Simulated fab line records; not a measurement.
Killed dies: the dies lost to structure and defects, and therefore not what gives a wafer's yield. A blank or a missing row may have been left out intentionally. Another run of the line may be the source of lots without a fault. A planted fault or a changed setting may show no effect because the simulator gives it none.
Check for tools in common -- flow nand-harc -- 3 lots, 9 wafers sampled

REASON FOR OPENING
On 2 of the 3 lots, a flag is raised at NHARC_END_SORT_01 on the reading sort_bin_2_pct. No-fault wafers: 1.5 %, standard deviation 0.6.
Rule: flag the lot when none of its wafers has a number, or when each of its wafers that has one lies beyond 4 standard deviations from that mean. All remaining lots are regarded as sound.

lot,measured,on,"sort_bin_2_pct (%), wafer by wafer",flag
L459,day 22 00:25,prober-01,95.9 95.1 96.2,FLAGGED
L461,day 22 04:19,prober-02,96.6 97.0 96.0,FLAGGED
L466,day 23 19:23,prober-01,3.1 2.2 1.6,
On average the flagged lots read 96.1 %, which is +94.6 % against the usual, or +99 or more standard deviations.

EACH LOT AND THE TOOL IT RAN ON
The record holds 4 process steps before the reading, out of a route of 1159 steps. Every cell lists first the tool, next ch and the chambers used by the sampled wafers, and last the start.
lot,flag,NHARC_A_M1_PVD_21,NHARC_A_M1_ANNEAL_31,NHARC_A_BONDPAD_ETCH_24,NHARC_A_BONDPAD_PVD_27
L459,FLAGGED,"pvd-sputter-02, day 20 15:20 or earlier","rtp-anneal-01 ch 0, day 20 15:20","rie-diel-04 ch 1,2,3, day 20 19:40 or earlier","pvd-sputter-02, day 20 19:40"
L461,FLAGGED,"pvd-sputter-03, day 20 17:29 or earlier","rtp-anneal-01 ch 0, day 20 17:29","rie-diel-04 ch 1,2,3, day 20 21:34 or earlier","pvd-sputter-01, day 20 21:34"
L466,,"pvd-sputter-03, day 22 00:03 or earlier","rtp-anneal-01 ch 0, day 22 00:03","rie-diel-04 ch 0,2, day 22 04:09 or earlier","pvd-sputter-03, day 22 04:09"
These steps, and what they do:
- NHARC_A_M1_PVD_21: deposits Cu, target thk 30 nm, time 20.49 s.
- NHARC_A_M1_ANNEAL_31: time 90 s.
- NHARC_A_BONDPAD_ETCH_24: etches the open film in CF4/N2, target depth 30 nm, time 72.99 s.
- NHARC_A_BONDPAD_PVD_27: deposits Cu, target thk 30 nm, time 20.49 s.
- NHARC_END_SORT_01

FLAGGED AGAINST TOTAL, ONE TOOL AT A TIME (gauges that did the reading follow at the end)
step,tool,lots run,flagged,share of the flagged lots,sound lots run after its first flagged lot
NHARC_A_M1_PVD_21,pvd-sputter-02,1,1,some,0
NHARC_A_M1_PVD_21,pvd-sputter-03,2,1,some,1 (L466)
NHARC_A_M1_ANNEAL_31,rtp-anneal-01,3,2,all,1 (L466)
NHARC_A_BONDPAD_ETCH_24,rie-diel-04,3,2,all,1 (L466)
NHARC_A_BONDPAD_PVD_27,pvd-sputter-01,1,1,some,0
NHARC_A_BONDPAD_PVD_27,pvd-sputter-02,1,1,some,0
NHARC_A_BONDPAD_PVD_27,pvd-sputter-03,1,0,none,-
NHARC_END_SORT_01,prober-01,2,1,some,1 (L466)
NHARC_END_SORT_01,prober-02,1,1,some,0
Because NHARC_A_M1_PVD_21 lacks a start for some lots, the hours and order of its lots are taken from NHARC_A_M1_ANNEAL_31. Because NHARC_A_BONDPAD_ETCH_24 lacks a start for some lots, the hours and order of its lots are taken from NHARC_A_BONDPAD_PVD_27.

WHAT IS ALLOWED BY THE TABLE
2 rows of the table ran every flagged lot: rtp-anneal-01 at NHARC_A_M1_ANNEAL_31, rie-diel-04 at NHARC_A_BONDPAD_ETCH_24.
- rtp-anneal-01 at NHARC_A_M1_ANNEAL_31 ran 3 lots, 2 of them flagged. Lots that were sound ran on it after the first flagged one (L466); a persistent fault on the entire tool would not allow that.
- rie-diel-04 at NHARC_A_BONDPAD_ETCH_24 ran 3 lots, 2 of them flagged. Lots that were sound ran on it after the first flagged one (L466); a persistent fault on the entire tool would not allow that.
Not one row of the table ran every flagged lot while running no sound lot after the first.

WHAT WAS PUT IN BY THE SIMULATOR
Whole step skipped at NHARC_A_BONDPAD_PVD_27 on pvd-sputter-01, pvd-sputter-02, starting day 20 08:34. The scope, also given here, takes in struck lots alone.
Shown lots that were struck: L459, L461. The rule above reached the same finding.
